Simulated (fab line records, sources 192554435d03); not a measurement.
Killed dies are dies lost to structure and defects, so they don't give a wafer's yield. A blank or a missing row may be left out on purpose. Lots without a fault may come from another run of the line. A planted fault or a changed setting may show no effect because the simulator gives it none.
fab line records | flow n5_finfet
record lots=7 wafers=21
route steps=1938 shown BEOL_M1@783 BEOL_M2@881 BEOL_M5@1115
start_h: hours from the record's first day to the start of the lot's first wafer shown | wait_h: hours since the lot's step before | " the same as in the row above | L1.1+2: a row that stands for several wafers | - no value, or no start given | * or withheld: withheld | < > ~ a bound
route shown NAME@n: a module of which the file shows steps, and the number in the route of the first | usual: mean/standard deviation of fault-free wafers | same: alike in all rows | chamber/n: place in a boat | sites: the reading at each site | _std_site: their standard deviation | _edge_site: outer sites' mean less inner sites' | radius_mm: how far each site lies from the wafer's centre | mask NAME#n: copy n | behind: the tool/chamber that last shaped the wafer | hold: why the lot was held/for how many hours/how that ended | device: the transistor (n, p or np) that didn't switch | end of line: the same wafers' tests at the end of the route | a step without rows: its recipe alone | killed: dies lost to structure and defects at the first sort, not the wafer's yield | map: a wafer's dies, x killed, . not, _ none there
set.NAME: the setting as run; set.NAME@STEP: as run at that earlier step | model.NAME: the simulator's own value behind a step, which no gauge read
lots whose settings were changed on purpose; a table a step, a row a wafer
## steps
# step N5_BEOL_M1_EXPOSE_25
# recipe mask_id=V0 na=0.33 source_shape=quasar sigma_inner=0.2 sigma_outer=0.8 polarization=unpolarized defocus_nm=5 target_cd_nm=24 dose_mj=63
# columns lot.wafer tool chamber start_h wait_h mask set.dose_mj
L075.1+5 euv_scanner-02 0 143.40 - V0#0 63
L075.4 " 0 " " V0#0 58.94
L083.2+4 euv_scanner-02 0 184.99 - V0#0 61.58
L083.6 " 0 " " V0#0 63
L082.1 euv_scanner-02 0 191.60 - V0#0 58.74
L082.4+5 " 0 " " V0#0 63
L090.1+3+6 euv_scanner-01 0 220.31 - V0#0 63
L092.1+2 euv_scanner-02 0 228.32 - V0#0 60.75
L092.4 " 0 " " V0#0 63
L094.1+2+6 euv_scanner-02 0 248.39 - V0#0 63
L096.2+4 euv_scanner-02 0 259.16 - V0#0 63
L096.6 " 0 " " V0#0 65.82
# step N5_BEOL_M1_PEB_26
# recipe peb_temp_c=100 peb_time_s=60 resist=CAR-EUV
# step N5_BEOL_M1_DEVELOP_27
# recipe develop_time_s=30 developer=TMAH resist=CAR-EUV rinse_liquid=surfactant_rinse dry=air_spin dev_temp_c=23
# step N5_BEOL_M1_CD_MEAS_28
# recipe landing_energy_ev=500 detector=se_inlens target_cd_y_nm=23.3
# usual cd_nm=23.98/0.28
# columns lot.wafer tool chamber start_h wait_h set.dose_mj@BEOL_M1_EXPOSE_25 cd_nm
L075.1 cd_sem-01 0 143.54 - 63 24.14
L075.4 " 0 " " 58.94 22.77
L075.5 " 0 " " 63 24.23
L083.2 cd_sem-03 0 185.13 - 61.58 23.18
L083.4 " 0 " " 61.58 23.33
L083.6 " 0 " " 63 23.72
L082.1 cd_sem-03 0 191.74 - 58.74 22.27
L082.4 " 0 " " 63 23.87
L082.5 " 0 " " 63 23.65
L090.1 cd_sem-01 0 220.45 - 63 24.14
L090.3 " 0 " " 63 24.40
L090.6 " 0 " " 63 24.18
L092.1 cd_sem-02 0 228.47 - 60.75 23.61
L092.2 " 0 " " 60.75 23.67
L092.4 " 0 " " 63 24.63
L094.1 cd_sem-03 0 248.54 - 63 24.18
L094.2 " 0 " " 63 23.97
L094.6 " 0 " " 63 24.14
L096.2 cd_sem-01 0 259.30 - 63 24.11
L096.4 " 0 " " 63 24.19
L096.6 " 0 " " 65.82 25.30
# step N5_BEOL_M1_DESCUM_33
# recipe chemistry=O2 time_s=7 source_power_w=50 bias_power_w=20 pressure_mtorr=20 rf_frequency_hz=2.712e+07 temp_c=40 resist=CAR-EUV o2_flow_sccm=225
# columns lot.wafer tool chamber start_h wait_h set.time_s model.CAR-EUV_of_BEOL_M1_COAT_22.thk_nm
L075.1 rie_diel-04 3 143.67 0.0 7 26
L075.4+5 " 0 " " 7 25.8
L083.2+4+6 rie_diel-05 3,1,3 185.25 0.0 7 26
L082.1 rie_diel-05 2 191.93 0.1 7 26
L082.4 " 1 " " 6.281 26.4
L082.5 " 0 " " 7 26.2
L090.1+6 rie_diel-03 3 220.58 0.0 7 26
L090.3 " 0 " " 8.361 25.2
L092.1 rie_diel-03 0 228.66 0.1 6.425 26.2
L092.2 " 1 " " 6.425 26.4
L092.4 " 2 " " 7 26
L094.1+2+6 rie_diel-05 1,0,3 248.69 0.1 7 26
L096.2 rie_diel-04 1 259.42 0.0 7 26
L096.4+6 " 3,1 " " 7 26.2
# step N5_BEOL_M1_ETCH_77
# recipe chemistry=N2/H2 target=underlayer target_depth_a=65 mask_material=CAR-EUV time_s=5.2 ion_energy_ev=200 pressure_mtorr=30 source_w=840 bias_w=150 n2_flow_sccm=200 h2_flow_sccm=200 ends=cleared
# step N5_BEOL_M1_ETCH_69
# recipe chemistry=CF4 target=SiARC target_depth_a=156 mask_material=CAR-EUV time_s=26 ion_energy_ev=80 pressure_mtorr=40 source_w=545 bias_w=36 Ar_flow_sccm=100 cf4_flow_sccm=100 ends=cleared
# columns lot.wafer tool chamber start_h wait_h set.time_s@BEOL_M1_DESCUM_33 model.CAR-EUV_of_BEOL_M1_COAT_22.thk_nm
L075.1+4+5 rie_diel-04 3,0,0 143.73 0.0 7 11
L083.2 rie_diel-05 3 185.30 0.0 7 11.2
L083.4+6 " 1,3 " " 7 11
L082.1+5 rie_diel-05 2,0 191.98 0.0 7 11.2
L082.4 " 1 " " 6.281 11.6
L090.1+6 rie_diel-03 3 220.63 0.0 7 11.2
L090.3 " 0 " " 8.361 10.2
L092.1+2 rie_diel-03 0,1 228.71 0.0 6.425 11.4
L092.4 " 2 " " 7 11
L094.1+2 rie_diel-05 1,0 248.74 0.0 7 11
L094.6 " 3 " " 7 11.2
L096.2 rie_diel-04 1 259.47 0.0 7 11
L096.4+6 " 3,1 " " 7 11.2
# step N5_BEOL_M1_ALD_98
# recipe material=SiO2 target_thk_a=25 temp_c=100 ald_precursor_family=BDEAS ald_co_reactant=O2-plasma pulse_time_s=1 co_reactant_pulse_time_s=1 purge_time_s=2 co_reactant_purge_time_s=2 ald_cycles=17 pressure_torr=2
# step N5_BEOL_M1_ETCHBACK_99
# recipe chemistry=CHF3 target=SiO2 target_depth_a=50 time_s=10.4 source_w=215 bias_w=47 Ar_flow_sccm=200 CHF3_flow_sccm=12 ion_energy_ev=100 pressure_mtorr=30
# step N5_BEOL_M1_STRIP_71
# recipe chemistry=N2/H2 temp_c=40 n2_flow_sccm=200 h2_flow_sccm=200 rf_frequency_hz=6e+07
# step N5_BEOL_M1_STRIP_78
# recipe chemistry=N2/H2 temp_c=40 n2_flow_sccm=200 h2_flow_sccm=200 rf_frequency_hz=6e+07
# step N5_BEOL_M1_VIA_ETCH_34
# recipe chemistry=C4F6/O2 target_depth_a=678 mask_material=SOC pressure_mtorr=15 ion_energy_ev=250 taper_deg=4 time_s=64.4 source_w=350 bias_w=170 Ar_flow_sccm=300 C4F6_flow_sccm=10 O2_flow_sccm=10
# columns lot.wafer tool chamber start_h wait_h set.dose_mj@BEOL_M1_EXPOSE_25 model.BEOL_M1.cd_nm
L075.1 rie_diel-04 0 144.20 0.0 63 18
L075.4 " 3 " " 58.94 17
L075.5 " 0 " " 63 18.2
L083.2 rie_diel-03 3 185.67 0.0 61.58 17.2
L083.4 " 1 " " 61.58 17.4
L083.6 " 3 " " 63 17.8
L082.1 rie_diel-03 0 200.19 0.0 58.74 16.8
L082.4 " 1 " " 63 18
L082.5 " 3 " " 63 17.4
L090.1 rie_diel-03 0 230.36 0.0 63 18.2
L090.3 " 2 " " 63 17.8
L090.6 " 1 " " 63 18
L092.1 rie_diel-05 3 233.95 0.0 60.75 17.6
L092.2 " 1 " " 60.75 17.8
L092.4 " 2 " " 63 18.2
L094.1 rie_diel-04 0 255.60 0.0 63 17.6
L094.2+6 " 2,3 " " 63 18
L096.2+4 rie_diel-05 1,0 260.87 0.0 63 17.8
L096.6 " 0 " " 65.82 18.2
# step N5_BEOL_M2_ETCH_69
# recipe chemistry=CF4 target=SiARC target_depth_a=156 mask_material=CAR-EUV time_s=26 ion_energy_ev=80 pressure_mtorr=40 source_w=545 bias_w=36 Ar_flow_sccm=100 cf4_flow_sccm=100 ends=cleared
# usual rf_vpp_V=184.6/0.99
# columns lot.wafer tool chamber start_h wait_h set.bias_w rf_vpp_V
L075.1 rie_diel-06 1 152.99 0.0 36 185.4
L075.4 " 0 " " 38.36 192.5
L075.5 " 2 " " 38.36 192.6
L083.2 rie_diel-06 0 193.20 0.0 36 187.6
L083.4 " 3 " " 36 184.0
L083.6 " 3 " " 36 184.4
L082.1 rie_diel-01 1 207.75 0.0 36 184.1
L082.4 " 2 " " 36 183.6
L082.5 " 0 " " 36 184.1
L090.1 rie_diel-01 2 236.73 0.0 36 184.2
L090.3 " 3 " " 36 182.6
L090.6 " 1 " " 36 185.5
L092.1 rie_diel-02 1 242.72 0.0 36 185.3
L092.2 " 0 " " 36 186.3
L092.4 " 2 " " 36 185.1
L094.1 rie_diel-02 3 263.72 0.0 36 183.6
L094.2 " 0 " " 36 186.4
L094.6 " 2 " " 36 184.5
L096.2 rie_diel-02 0 267.60 0.0 38.02 192.4
L096.4 " 1 " " 38.02 191.3
L096.6 " 0 " " 36 185.2
# step N5_BEOL_M2_TRENCH_ETCH_37
# recipe chemistry=C4F6/O2 target_depth_a=555.55 target=SiOC time_s=29.2 ion_energy_ev=250 pressure_mtorr=30 source_w=355 bias_w=185 Ar_flow_sccm=300 C4F6_flow_sccm=10 O2_flow_sccm=10
# columns lot.wafer tool chamber start_h wait_h set.time_s model.etch.depth_nm model.BEOL_M2.feature_depth_nm
L075.1 rie_diel-02 3 - - 29.2 55.9 55.8
L075.4 " 0 " " 29.2 54.97 55
L075.5 " 3 " " 29.2 55.84 55.8
L083.2 rie_diel-02 0 - - 26.63 50.47 50.4
L083.4 " 2 " " 26.63 51.03 51
L083.6 " 0 " " 29.2 54.9 55
L082.1 rie_diel-01 0 - - 29.2 54.27 54.2
L082.4 " 3 " " 29.2 53.65 53.6
L082.5 " 2 " " 29.2 55.36 55.4
L090.1 rie_diel-02 1 - - 29.2 54.18 54.2
L090.3 " 0 " " 29.2 55.67 55.6
L090.6 " 2 " " 33.6 64.6 64.6
L092.1 rie_diel-01 3 - - 29.2 53.85 53.8
L092.2 " 0 " " 29.2 55.49 55.4
L092.4 " 2 " " 29.2 54.93 55
L094.1 rie_diel-06 0 - - 29.2 56.63 56.6
L094.2 " 2 " " 29.2 56.15 56.2
L094.6 " 2 " " 29.2 56.07 56
L096.2 rie_diel-01 3 - - 33.46 62.24 62.2
L096.4 " 1 " " 29.2 55.92 56
L096.6 " 3 " " 29.2 54.16 54.2
# step N5_BEOL_M2_ETCH_41
# recipe chemistry=CH3F/O2 target=SiCN target_depth_a=299 taper_deg=2 time_s=52.5 ion_energy_ev=120 mask_material=TiN pressure_mtorr=30 source_w=395 bias_w=75 Ar_flow_sccm=150 CH3F_flow_sccm=30 O2_flow_sccm=20
# step N5_BEOL_M2_STRIP_97
# recipe chemistry=N2/H2 time_s=10 power_w=450 temp_c=40 pressure_mtorr=20 rf_frequency_hz=6e+07 bias_power_w=7 n2_flow_sccm=200 h2_flow_sccm=200
# step N5_BEOL_M2_OCD_MEAS_38
# usual trench_depth_nm=55.4/1
# columns lot.wafer tool chamber start_h wait_h set.time_s@BEOL_M2_TRENCH_ETCH_37 trench_depth_nm
L075.1 ocd-02 - 154.50 - 29.2 56.3
L075.4 " - " " 29.2 55.5
L075.5 " - " " 29.2 55.1
L083.2 ocd-01 - 203.50 - 26.63 50.0
L083.4 " - " " 26.63 51.0
L083.6 " - " " 29.2 54.7
L082.1 ocd-02 - 210.35 - 29.2 54.3
L082.4 " - " " 29.2 53.4
L082.5 " - " " 29.2 55.2
L090.1 ocd-02 - 245.49 - 29.2 54.5
L090.3 " - " " 29.2 55.4
L090.6 " - " " 33.6 64.6
L092.1 ocd-01 - 252.22 - 29.2 53.8
L092.2 " - " " 29.2 55.5
L092.4 " - " " 29.2 54.8
L094.1 ocd-01 - 265.84 - 29.2 56.9
L094.2 " - " " 29.2 56.1
L094.6 " - " " 29.2 56.0
L096.2 ocd-02 - 270.93 - 33.46 62.5
L096.4 " - " " 29.2 55.8
L096.6 " - " " 29.2 54.1
# step N5_BEOL_M2_ALD_84
# recipe material=TaN target_thk_a=* temp_c=275 ald_precursor_family=PDMAT ald_co_reactant=NH3 pressure_torr=3 carrier_flow_sccm=1500 pulse_time_s=2 purge_time_s=3 co_reactant_purge_time_s=2 co_reactant_pulse_time_s=3 ald_cycles=30 precursor_vessel_temp_c=75 precursor_vessel_pressure_torr=26.25 precursor_vessel_carrier_sccm=1000
# columns lot.wafer tool chamber start_h wait_h set.ald_cycles
L075.1+4+5 ald_metal-03 3,2,2 155.44 0.1 30
L083.2 ald_metal-02 0 203.88 0.0 30
L083.4+6 " 3,1 " " 34
L082.1+5 ald_metal-04 0,2 211.02 0.0 33
L082.4 " 3 " " 30
L090.1+3+6 ald_metal-03 2,1,1 245.92 0.0 30
L092.1 ald_metal-04 1 252.90 0.0 30
L092.2+4 " 0,3 " " 26
L094.1+2+6 ald_metal-02 2,3,2 266.51 0.0 30
L096.2+4 ald_metal-02 2,3 271.68 0.1 30
L096.6 " 2 " " 27
# step N5_BEOL_M2_SURFACE_TREAT_85
# recipe gas=Ar time_s=* ion_energy_ev=* ion_current_ma_cm2=0.5 pressure_mtorr=* ar_flow_sccm=30
# step N5_BEOL_M2_CVD_47
# recipe material=Co target_thk_a=30 temp_c=withheld precursor=CCTBA/H2 pressure_torr=30 time_s=223.8
# step N5_BEOL_M2_ECD_50
# recipe material=Cu target_thk_a=3000
# step N5_BEOL_M2_ANNEAL_51
# recipe temp_c=225 time_s=90 ambient=N2
# step N5_BEOL_M2_CMP_52
# recipe stop_on=SiOC t_overpolish_s=6.8 down_force_psi=1 platen_rpm=50 clearing_platen_down_force_psi=1.5 clearing_platen_rpm=50 post_cmp_clean=cu_alkaline target_thk_nm=40 clearing_platen_pad_velocity_m_s=0.99484 pad_velocity_m_s=0.99484
# columns lot.wafer tool chamber start_h wait_h set.time_s@BEOL_M2_TRENCH_ETCH_37 model.Cu_of_BEOL_M2_ECD_50.thk_nm
L075.1 cmp-04 0 159.35 0.3 29.2 39.6
L075.4+5 " 2,0 " " 29.2 39.4
L083.4 cmp-02 3 206.59 0.1 26.63 34.4
L083.2 " 1 " " 26.63 36.2
L083.6 " 0 " " 29.2 39
L082.1 cmp-02 1 213.79 0.3 29.2 40
L082.4 " 0 " " 29.2 39.4
L082.5 " 1 " " 29.2 40.8
L090.1 cmp-04 0 249.59 0.5 29.2 38.2
L090.3 " 2 " " 29.2 40.6
L090.6 " 1 " " 33.6 50
L092.2 cmp-02 2 255.91 0.2 29.2 41.2
L092.1 " 3 " " 29.2 37.6
L092.4 " 0 " " 29.2 40.8
L094.1 cmp-04 2 269.36 0.3 29.2 40.4
L094.2 " 3 " " 29.2 39.2
L094.6 " 1 " " 29.2 41
L096.2 cmp-04 1 274.73 0.2 33.46 48.8
L096.4 " 3 " " 29.2 40.6
L096.6 " 1 " " 29.2 40.4
# step N5_BEOL_M2_THK_MEAS_53
# recipe thk_meas_gauge=xrf reads=Cu_of_BEOL_M2_ECD_50
# usual M2_THK=40.1/1.5
# columns lot.wafer tool chamber start_h wait_h set.time_s@BEOL_M2_TRENCH_ETCH_37 M2_THK[nm]
L075.1 film_metro-01 - 159.64 - 29.2 39.7
L075.4 " - " " 29.2 39.2
L075.5 " - " " 29.2 39.5
L083.2 film_metro-02 - 206.89 - 26.63 35.5
L083.4 " - " " 26.63 33.7
L083.6 " - " " 29.2 38.3
L082.1 film_metro-02 - 214.09 - 29.2 39.7
L082.4 " - " " 29.2 39.1
L082.5 " - " " 29.2 40.4
L090.1 film_metro-01 - 249.88 - 29.2 38.0
L090.3 " - " " 29.2 40.5
L090.6 " - " " 33.6 49.7
L092.1 film_metro-02 - 256.20 - 29.2 37.7
L092.2 " - " " 29.2 41.6
L092.4 " - " " 29.2 41.0
L094.1 film_metro-01 - 269.62 - 29.2 40.6
L094.2 " - " " 29.2 39.5
L094.6 " - " " 29.2 41.3
L096.2 film_metro-01 - 274.98 - 33.46 48.9
L096.4 " - " " 29.2 40.5
L096.6 " - " " 29.2 40.6
# step N5_BEOL_M2_PRE_CLEAN_60
# recipe gas=NH3/H2 time_s=15 temp_c=* rf_power_w=300
# step N5_BEOL_M2_CO_CAP_55
# recipe material=Co target_thk_a=20 temp_c=200 precursor=CCTBA/H2 pressure_torr=30 time_s=102.1
# step N5_BEOL_M2_PRE_CLEAN_56
# recipe gas=NH3 time_s=15 temp_c=withheld rf_power_w=300
# step N5_BEOL_M2_DEP_57
# recipe material=SiCN target_thk_a=80 temp_c=withheld precursor=3MS/NH3 pressure_torr=3 rf_w=202 time_s=14
# step N5_BEOL_M2_RS_MEAS_58
# recipe thk_meas_gauge=four-point-probe reads=Co_of_BEOL_M2_CO_CAP_55+Cu_of_BEOL_M2_ECD_50+Co_of_BEOL_M2_CVD_47+TaN_of_BEOL_M2_ALD_84
# usual M2_RS=0.667/0.029
# columns lot.wafer tool chamber start_h wait_h set.time_s@BEOL_M2_TRENCH_ETCH_37 M2_RS[ohm/sq]
L075.1 film_metro-02 - 159.90 0.0 29.2 0.676
L075.4 " - " " 29.2 0.684
L075.5 " - " " 29.2 0.683
L083.2 film_metro-02 - 207.18 0.1 26.63 0.760
L083.4 " - " " 26.63 0.813
L083.6 " - " " 29.2 0.694
L082.1 film_metro-02 - 214.38 0.1 29.2 0.667
L082.4 " - " " 29.2 0.684
L082.5 " - " " 29.2 0.653
L090.1 film_metro-02 - 250.14 0.0 29.2 0.711
L090.3 " - " " 29.2 0.658
L090.6 " - " " 33.6 0.505
L092.1 film_metro-02 - 256.49 0.1 29.2 0.726
L092.2 " - " " 29.2 0.645
L092.4 " - " " 29.2 0.652
L094.1 film_metro-02 - 269.91 0.1 29.2 0.661
L094.2 " - " " 29.2 0.685
L094.6 " - " " 29.2 0.648
L096.2 film_metro-02 - 275.24 0.1 33.46 0.520
L096.4 " - " " 29.2 0.657
L096.6 " - " " 29.2 0.661
# step N5_BEOL_M5_PECVD_70
# recipe material=SiO2 target_thk_a=160 temp_c=400 precursor=TEOS/O2 pressure_torr=5.5 rf_w=450 teos_flow_sccm=53.8 gas=O2 flow_sccm=3000 time_s=18
# columns lot.wafer tool chamber start_h wait_h set.time_s model.SiO2_of_BEOL_M5_PECVD_70.thk_nm
L075.1 pecvd-02 0 188.70 0.0 18 15.6
L075.4 " 1 " " 18 16
L075.5 " 2 " " 18 16.2
L083.2 pecvd-01 1 237.11 0.0 18 16.2
L083.4 " 0 " " 19.61 18.2
L083.6 " 1 " " 18 16.4
L082.1 pecvd-04 0 249.67 0.0 20.46 18
L082.4 " 1 " " 20.46 18.2
L082.5 " 2 " " 18 16.4
L090.1 pecvd-01 1 279.97 0.0 18 16.2
L090.3 " 2 " " 20.39 17.8
L090.6 " 2 " " 20.39 18.2
L092.1+4 pecvd-01 2 290.08 0.0 20.01 17.6
L092.2 " 0 " " 18 16
L094.1+6 pecvd-04 0,2 292.97 0.0 18 16.2
L094.2 " 2 " " 18 16
L096.2 pecvd-01 2 297.31 0.0 17.09 15.2
L096.4 " 0 " " 17.09 15.6
L096.6 " 2 " " 18 16
# step N5_BEOL_M5_COAT_05
# recipe resist=CAR-EUV spin_rpm=1500 resist_thk_nm=30
# columns lot.wafer tool chamber start_h wait_h set.spin_rpm model.CAR-EUV_of_BEOL_M5_COAT_05.thk_nm
L075.1+4+5 litho_track-02 0 - - 1500 30
L083.2+4 litho_track-02 0 - - 1500 30
L083.6 " 0 " " 1660 28.6
L082.1+5 litho_track-04 0 - - 1500 30
L082.4 " 0 " " 1668 28.4
L090.1+3 litho_track-01 0 - - 1500 30.2
L090.6 " 0 " " 1500 30.4
L092.1 litho_track-01 0 - - 1500 30
L092.2 " 0 " " 1567 29.4
L092.4 " 0 " " 1567 29.6
L094.1+2+6 litho_track-02 0 - - 1500 30
L096.2 litho_track-02 0 - - 1500 30
L096.4+6 " 0 " " 1450 30.6
# step N5_BEOL_M5_EBR_07
# recipe solvent=PGMEA ebr_width_mm=1.5
# step N5_BEOL_M5_SOFTBAKE_06
# recipe temp_c=110 time_s=60 resist=CAR-EUV
# step N5_BEOL_M5_EXPOSE_08
# recipe mask_id=M5 na=0.33 source_shape=annular sigma_inner=0.4 sigma_outer=0.8 polarization=unpolarized target_cd_nm=28 dose_mj=35.75
# step N5_BEOL_M5_PEB_09
# recipe peb_temp_c=100 peb_time_s=60 resist=CAR-EUV
# step N5_BEOL_M5_DEVELOP_10
# recipe develop_time_s=30 developer=TMAH resist=CAR-EUV rinse_liquid=surfactant_rinse dry=air_spin dev_temp_c=23
# columns lot.wafer tool chamber start_h wait_h set.spin_rpm@BEOL_M5_COAT_05 model.CAR-EUV_of_BEOL_M5_COAT_05.thk_nm
L075.1+4+5 litho_track-04 0 - - 1500 29.6
L083.2+4 litho_track-02 0 - - 1500 29.6
L083.6 " 0 " " 1660 28
L082.1+5 litho_track-01 0 - - 1500 29.6
L082.4 " 0 " " 1668 28
L090.1+3+6 litho_track-04 0 - - 1500 29.8
L092.1 litho_track-04 0 - - 1500 29.6
L092.2+4 " 0 " " 1567 29
L094.1+2+6 litho_track-02 0 - - 1500 29.6
L096.2 litho_track-01 0 - - 1500 29.4
L096.4+6 " 0 " " 1450 30
## key
split step=N5_BEOL_M1_EXPOSE_25 setting=dose_mj stated=63 by=wafer
response step=N5_BEOL_M1_CD_MEAS_28 reading=cd_nm change=+0.231 per=1% r=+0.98
response step=N5_BEOL_M1_VIA_ETCH_34 reading=model.BEOL_M1.cd_nm change=+0.143 per=1% r=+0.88
split step=N5_BEOL_M1_DESCUM_33 setting=time_s stated=7 by=wafer
response step=N5_BEOL_M1_DESCUM_33 reading=model.CAR-EUV_of_BEOL_M1_COAT_22.thk_nm change=-0.0383 per=1% r=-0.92
response step=N5_BEOL_M1_ETCH_69 reading=model.CAR-EUV_of_BEOL_M1_COAT_22.thk_nm change=-0.0487 per=1% r=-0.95
split step=N5_BEOL_M2_ETCH_69 setting=bias_w stated=36 by=wafer
response step=N5_BEOL_M2_ETCH_69 reading=rf_vpp_V change=+1.14 per=1% r=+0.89
split step=N5_BEOL_M2_TRENCH_ETCH_37 setting=time_s stated=29.2 by=wafer
response step=N5_BEOL_M2_TRENCH_ETCH_37 reading=model.etch.depth_nm change=+0.555 per=1% r=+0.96
response step=N5_BEOL_M2_TRENCH_ETCH_37 reading=model.BEOL_M2.feature_depth_nm change=+0.556 per=1% r=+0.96
response step=N5_BEOL_M2_OCD_MEAS_38 reading=trench_depth_nm change=+0.565 per=1% r=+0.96
response step=N5_BEOL_M2_CMP_52 reading=model.Cu_of_BEOL_M2_ECD_50.thk_nm change=+0.606 per=1% r=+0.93
response step=N5_BEOL_M2_THK_MEAS_53 reading=M2_THK change=+0.601 per=1% r=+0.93
response step=N5_BEOL_M2_RS_MEAS_58 reading=M2_RS change=-0.0107 per=1% r=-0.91
split step=N5_BEOL_M2_ALD_84 setting=ald_cycles stated=30 by=wafer
response none clear
split step=N5_BEOL_M5_PECVD_70 setting=time_s stated=18 by=wafer
response step=N5_BEOL_M5_PECVD_70 reading=model.SiO2_of_BEOL_M5_PECVD_70.thk_nm change=+0.143 per=1% r=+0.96
split step=N5_BEOL_M5_COAT_05 setting=spin_rpm stated=1500 by=wafer
response step=N5_BEOL_M5_COAT_05 reading=model.CAR-EUV_of_BEOL_M5_COAT_05.thk_nm change=-0.137 per=1% r=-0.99
response step=N5_BEOL_M5_DEVELOP_10 reading=model.CAR-EUV_of_BEOL_M5_COAT_05.thk_nm change=-0.147 per=1% r=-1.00
